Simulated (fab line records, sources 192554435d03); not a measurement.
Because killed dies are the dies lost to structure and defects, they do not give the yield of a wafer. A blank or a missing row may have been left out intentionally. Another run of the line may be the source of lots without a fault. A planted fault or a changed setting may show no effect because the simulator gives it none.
What tool caused it?	flow n5Finfet	30 wafers from 11 lots sampled at 8 of the route's 1938 steps

WHAT THE GAUGES READ, wafer by wafer
N5_DUMMY_GATE_CD_MEAS_50 targets a cd of 14 nm. Usual: cdNm reads 14.2 nm (standard deviation 0.55).
lot	measured	on	cdNm (nm)	flag
L108	day 3 06:26	cdSem-02	14.1 14.1	
L110	day 3 18:31	cdSem-02	13.8 13.6	
L112	day 4 06:31	cdSem-01	14.0 14.2	
L113	day 4 13:25	cdSem-02	14.6 13.5 13.9	
L116	day 5 09:34	cdSem-01	13.7 14.8 14.0	
L117	day 5 17:10	cdSem-01	14.6 13.7 14.7	
L118	day 5 18:38	cdSem-03	14.7 14.3 14.0	
L119	day 6 02:28	cdSem-03	14.0 14.1 13.5	
L121	day 6 10:40	cdSem-01	14.8 15.2 14.1	
L120	day 6 11:26	cdSem-01	14.4 13.6 13.9	
L129	day 8 10:58	cdSem-02	14.8 15.3 15.1	

N5_DUMMY_GATE_INSPECT_27: inspects for defects (brightfield). Usual: rawDefectCount reads 292 (standard deviation 72).
lot	measured	on	rawDefectCount	flag
L108	day 3 07:13	defectInspect-01	247 132	
L110	day 3 19:18	defectInspect-01	313 208	
L112	day 4 07:19	defectInspect-02	283 272	
L113	day 4 14:38	defectInspect-02	246 198 185	
L116	day 5 10:26	defectInspect-01	290 315 337	
L117	day 5 17:59	defectInspect-02	365 424 405	
L118	day 5 19:43	defectInspect-02	294 176 295	
L119	day 6 03:15	defectInspect-01	770 872 744	OFF
L121	day 6 11:35	defectInspect-01	363 322 245	
L120	day 6 12:13	defectInspect-01	904 961 836	OFF
L129	day 8 11:44	defectInspect-02	225 263 354	

N5_SPACER0_INSPECT_04: inspects for defects (darkfield). Usual: rawDefectCount reads 140 (standard deviation 35).
lot	measured	on	rawDefectCount	flag
L108	day 3 07:49	defectInspect-02	92 91	
L110	day 3 20:06	defectInspect-01	122 73	
L112	day 4 07:55	defectInspect-02	109 172	
L113	day 4 16:53	defectInspect-01	89 71 109	
L116	day 5 11:02	defectInspect-02	185 245 253	
L117	day 5 18:36	defectInspect-01	184 155 184	
L118	day 5 20:20	defectInspect-02	204 263 180	
L119	day 6 03:51	defectInspect-01	662 740 664	OFF
L121	day 6 12:12	defectInspect-01	158 139 127	
L120	day 6 12:50	defectInspect-02	743 749 718	OFF
L129	day 8 12:27	defectInspect-02	116 130 172	

N5_SD_EPI_N_CD_MEAS_09 targets a cd of 120 nm. Usual: cdNm reads 119.4 nm (standard deviation 1).
lot	measured	on	cdNm (nm)	flag
L108	day 3 08:05	cdSem-02	119.2 118.0	
L110	day 3 20:22	cdSem-01	120.2 120.1	
L112	day 4 08:12	cdSem-01	117.9 118.7	
L113	day 4 17:17	cdSem-03	117.5 118.1 119.0	
L116	day 5 11:19	cdSem-02	120.4 118.8 118.7	
L117	day 5 18:59	cdSem-01	120.7 121.1 120.8	
L118	day 5 20:37	cdSem-01	121.4 120.3 120.8	
L119	day 6 04:15	cdSem-03	120.5 119.3 121.6	
L121	day 6 12:36	cdSem-03	118.4 118.9 118.5	
L120	day 6 13:14	cdSem-01	119.4 119.1 119.2	
L129	day 8 12:51	cdSem-02	120.6 118.6 118.9	

N5_SD_EPI_N_INSPECT_11: inspects for defects (macro). Usual: rawDefectCount reads 2.0 (standard deviation 1.5).
lot	measured	on	rawDefectCount	flag
L108	day 3 08:09	defectInspect-01	1 2	
L110	day 3 20:26	defectInspect-02	0 1	
L112	day 4 08:15	defectInspect-01	2 1	
L113	day 4 17:21	defectInspect-01	2 3 4	
L116	day 5 11:22	defectInspect-02	3 2 2	
L117	day 5 19:03	defectInspect-02	0 3 0	
L118	day 5 20:40	defectInspect-01	3 2 3	
L119	day 6 04:19	defectInspect-02	>300 >300 >300	OFF
L121	day 6 12:39	defectInspect-01	0 1 0	
L120	day 6 13:17	defectInspect-02	>300 >300 >300	OFF
L129	day 8 12:54	defectInspect-01	2 1 6	

N5_SD_EPI_N_INSPECT_26: inspects for defects (darkfield). Usual: rawDefectCount reads 202 (standard deviation 42).
lot	measured	on	rawDefectCount	flag
L108	day 3 12:08	defectInspect-02	199 169	
L110	day 4 00:41	defectInspect-02	182 143	
L112	day 4 12:15	defectInspect-01	143 253	
L113	day 4 21:19	defectInspect-01	169 120 135	
L116	day 5 15:55	defectInspect-01	245 276 284	
L117	day 6 00:05	defectInspect-01	242 206 231	
L118	day 6 00:59	defectInspect-02	263 337 251	
L119	day 6 08:37	defectInspect-01	719 787 710	OFF
L121	day 6 16:38	defectInspect-02	247 228 212	
L120	day 6 17:37	defectInspect-02	823 812 789	OFF
L129	day 8 18:41	defectInspect-02	154 179 212	

EACH LOT AND THE TOOL THAT RAN IT (in order: tool; ch and the chambers of the sampled wafers; start)
lot	N5_DUMMY_GATE_STRIP_40	N5_SPACER0_ALD_08
L108	rieDiel-03 ch 2,3, day 3 06:23	aldSin-04 ch 2, day 3 07:40
L110	rieDiel-02 ch 2,3, day 3 18:28	aldSin-03 ch 0,2, day 3 19:56
L112	rieDiel-02 ch 1,3, day 4 06:28	aldSin-03 ch 1,2, day 4 07:46
L113	rieDiel-01 ch 0,1,2, day 4 13:22	aldSin-01 ch 0,2,3, day 4 16:44
L116	rieDiel-02 ch 0,2,3, day 5 09:31	aldSin-03 ch 1,2,3, day 5 10:53
L117	rieDiel-03 ch 0,1,3, day 5 17:07	aldSin-04 ch 0,1,2, day 5 18:26
L118	rieDiel-03 ch 0,1,2, day 5 18:35	aldSin-04 ch 0,1,2, day 5 20:10
L119	rieDiel-03 ch 0,2, day 6 02:25	aldSin-04 ch 0,1,3, day 6 03:42
L121	rieDiel-01 ch 0,3, day 6 10:37	aldSin-04 ch 0,1,3, day 6 12:02
L120	rieDiel-03 ch 1,2,3, day 6 11:23	aldSin-01 ch 0,2, day 6 12:40
L129	rieDiel-01 ch 0,1, day 8 10:55	aldSin-03 ch 0,1,3, day 8 12:17
- N5_DUMMY_GATE_STRIP_40: strips in CF4.
- N5_SPACER0_ALD_08: deposits SiNx, target thk 2 nm.

AS READ BY THE TOOLS THEMSELVES (means over the sampled wafers that have a number; for cases with no such wafer, the mark the record gives instead)
N5_DUMMY_GATE_STRIP_40. Usual: drypumpMotorCurrentA 5.6 A, standard deviation 0.42; oesProductAu 0.74 a.u., standard deviation 0.04; rfVppV 270.9 V, standard deviation 1.4; showerheadPlenumPTorr 1.79 Torr, standard deviation 0.057; throttleValvePct 13.80 %, standard deviation 0.28.
lot	tool	drypumpMotorCurrentA (A)	oesProductAu (a.u.)	rfVppV (V)	showerheadPlenumPTorr (Torr)	throttleValvePct (%)	flag
L108	rieDiel-03	5.6	0.74	270.4	1.77	13.98	
L110	rieDiel-02	5.6	0.81	271.4	1.82	13.51	
L112	rieDiel-02	5.4	0.81	271.1	1.77	13.59	
L113	rieDiel-01	5.9	0.76	270.9	1.79	13.47	
L116	rieDiel-02	5.6	0.75	271.5	1.82	13.58	
L117	rieDiel-03	5.2	0.73	270.5	1.80	13.93	
L118	rieDiel-03	5.4	0.71	270.5	1.82	14.10	
L119	rieDiel-03	5.7	0.72	271.4	1.82	14.17	
L121	rieDiel-01	6.2	0.73	270.2	1.74	13.81	
L120	rieDiel-03	5.4	0.71	269.6	1.77	14.05	
L129	rieDiel-01	6.0	0.74	270.9	1.75	13.51	

N5_SPACER0_ALD_08. Usual: heaterPowerW reads 841 W (standard deviation 130).
lot	tool	heaterPowerW (W)	flag
L108	aldSin-04	746	
L110	aldSin-03	809	
L112	aldSin-03	824	
L113	aldSin-01	911	
L116	aldSin-03	825	
L117	aldSin-04	818	
L118	aldSin-04	811	
L119	aldSin-04	861	
L121	aldSin-04	874	
L120	aldSin-01	869	
L129	aldSin-03	900	

THE ANSWER, worked out from the rows above alone
Rule: take the mean of a lot's wafers that have a number; if it is more than 3 standard deviations from the usual mean, the lot is off. Also off: a lot with no number at a reading for which 4 or more lots have one. Any other lot the step has rows for is counted as sound. First the gauges in route order, then the tools' own readings, where a lot's mean is used as printed above. At the first step where some lot is off, the reading lying furthest off is the one used; lots without a number count as furthest.
Off: L119, L120 (N5_DUMMY_GATE_INSPECT_27, rawDefectCount).
A tool fits if, at a process step before that reading, it ran every lot that is off, and no sound lot after the first of them. Not tried: the gauges at N5_DUMMY_GATE_INSPECT_27; whatever is off there is also off at N5_SD_EPI_N_INSPECT_11, on other tools, and gauge error can't account for it. One fits: rieDiel-03 at N5_DUMMY_GATE_STRIP_40. Its last sound lot is L118 (day 5 18:35), its first lot that is off L119 (day 6 02:25): a fault that began between those two fits.

WHAT HAD BEEN PUT IN BY THE SIMULATOR
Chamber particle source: rieDiel-03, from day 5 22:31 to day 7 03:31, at N5_DUMMY_GATE_STRIP_40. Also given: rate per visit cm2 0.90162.
Shown lots that were struck: L119, L120. The same result came from the rule above.
